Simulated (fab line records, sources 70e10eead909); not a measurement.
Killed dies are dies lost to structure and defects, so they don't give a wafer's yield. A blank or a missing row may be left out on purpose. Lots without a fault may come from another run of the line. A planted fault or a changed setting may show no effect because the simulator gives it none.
Chamber matching | flow nand_harc | NHARC_A_STAIRCASE_TRIM_20 on rie_diel-04: 4 sister chambers
The step chemistry O2, time 211.2 s. 27 wafers are shown with their chamber, then 12 later ones without.

WAFERS WITH THEIR CHAMBER
wafer  | chamber | showerhead_plenum_p_Torr (Torr) | oes_product_au (a.u.) | throttle_valve_pct (%)
L074.1 | 0       | 3.59                            | 1.012                 | 17.033
L074.4 | 3       | 3.31                            | 1.001                 | 17.024
L074.5 | 2       | 3.46                            | 0.987                 | 17.044
L078.1 | 2       | 3.45                            | 0.986                 | 17.037
L078.3 | 3       | 3.30                            | 0.992                 | 17.036
L078.5 | 1       | 3.56                            | 1.010                 | 17.053
L077.2 | 0       | 3.59                            | 1.017                 | 17.027
L077.5 | 0       | 3.59                            | 1.008                 | 17.042
L077.6 | 3       | 3.30                            | 0.996                 | 17.039
L079.3 | 1       | 3.55                            | 1.014                 | 17.026
L079.5 | 0       | 3.58                            | 1.007                 | 17.030
L079.6 | 1       | 3.55                            | 1.007                 | 17.034
L083.1 | 3       | 3.29                            | 0.996                 | 17.056
L083.4 | 1       | 3.54                            | 1.012                 | 17.039
L083.6 | 0       | 3.57                            | 1.003                 | 17.043
L086.2 | 1       | 3.54                            | 1.002                 | 17.044
L086.3 | 2       | 3.44                            | 1.009                 | 17.008
L086.5 | 3       | 3.29                            | 0.995                 | 17.040
L086.1 | 0       | 3.57                            | 1.001                 | 17.035
L086.4 | 3       | 3.29                            | 0.990                 | 17.044
L086.6 | 2       | 3.44                            | 0.995                 | 17.039
L088.2 | 1       | 3.53                            | 1.002                 | 17.033
L088.3 | 2       | 3.43                            | 0.995                 | 17.045
L088.5 | 0       | 3.56                            | 1.015                 | 17.046
L090.1 | 2       | 3.43                            | 0.984                 | 17.036
L090.3 | 3       | 3.28                            | 0.989                 | 17.025
L090.6 | 0       | 3.56                            | 0.994                 | 17.029

SIGNATURES (means of the wafers above)
reading                  | chamber 0 | chamber 1 | chamber 2 | chamber 3 | scatter within a chamber
showerhead_plenum_p_Torr | 3.5762    | 3.5450    | 3.4417    | 3.2943    | 0.0114
oes_product_au           | 1.00712   | 1.00783   | 0.99267   | 0.99414   | 0.00683
throttle_valve_pct       | 17.03562  | 17.03817  | 17.03483  | 17.03771  | 0.0104
Rule: a wafer's distance from a chamber is the root of the sum, over the readings, of the square of ((its reading less the chamber's mean) divided by the reading's scatter). The wafer belongs to the nearest chamber; if the next one is less than 2 further off, it can't be placed. The scatter: the root of (the sum of the squares of (reading less its chamber's mean) over the shown wafers, divided by (wafers less chambers)).

WAFERS WITHOUT THEIR CHAMBER
wafer  | showerhead_plenum_p_Torr (Torr) | oes_product_au (a.u.) | throttle_valve_pct (%)
L092.1 | 3.81                            | 0.982                 | 17.037
L092.2 | 3.56                            | 1.017                 | 17.043
L092.5 | 3.53                            | 1.002                 | 17.036
L094.1 | 3.56                            | 1.011                 | 17.038
L094.4 | 3.43                            | 0.992                 | 17.031
L094.5 | 3.81                            | 0.981                 | 17.031
L096.1 | 3.43                            | 0.995                 | 17.029
L096.5 | 3.55                            | 1.009                 | 17.042
L096.6 | 3.80                            | 0.976                 | 17.033
L097.1 | 3.80                            | 0.982                 | 17.048
L097.4 | 3.55                            | 1.007                 | 17.023
L097.5 | 3.55                            | 1.006                 | 17.027

WHICH CHAMBER EACH WENT THROUGH
wafer  | from the rows above     | in truth
L092.1 | 0                       | 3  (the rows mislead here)
L092.2 | can't be placed: 1 or 0 | 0
L092.5 | 1                       | 1
L094.1 | can't be placed: 1 or 0 | 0
L094.4 | 2                       | 2
L094.5 | 0                       | 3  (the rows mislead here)
L096.1 | 2                       | 2
L096.5 | can't be placed: 1 or 0 | 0
L096.6 | 0                       | 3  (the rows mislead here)
L097.1 | 0                       | 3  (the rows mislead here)
L097.4 | can't be placed: 1 or 0 | 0
L097.5 | can't be placed: 1 or 0 | 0
Placed correctly: 3 of 12. Can't be placed from these rows: 5 (the true chamber is among the candidates in 5). Placed wrongly: 4.
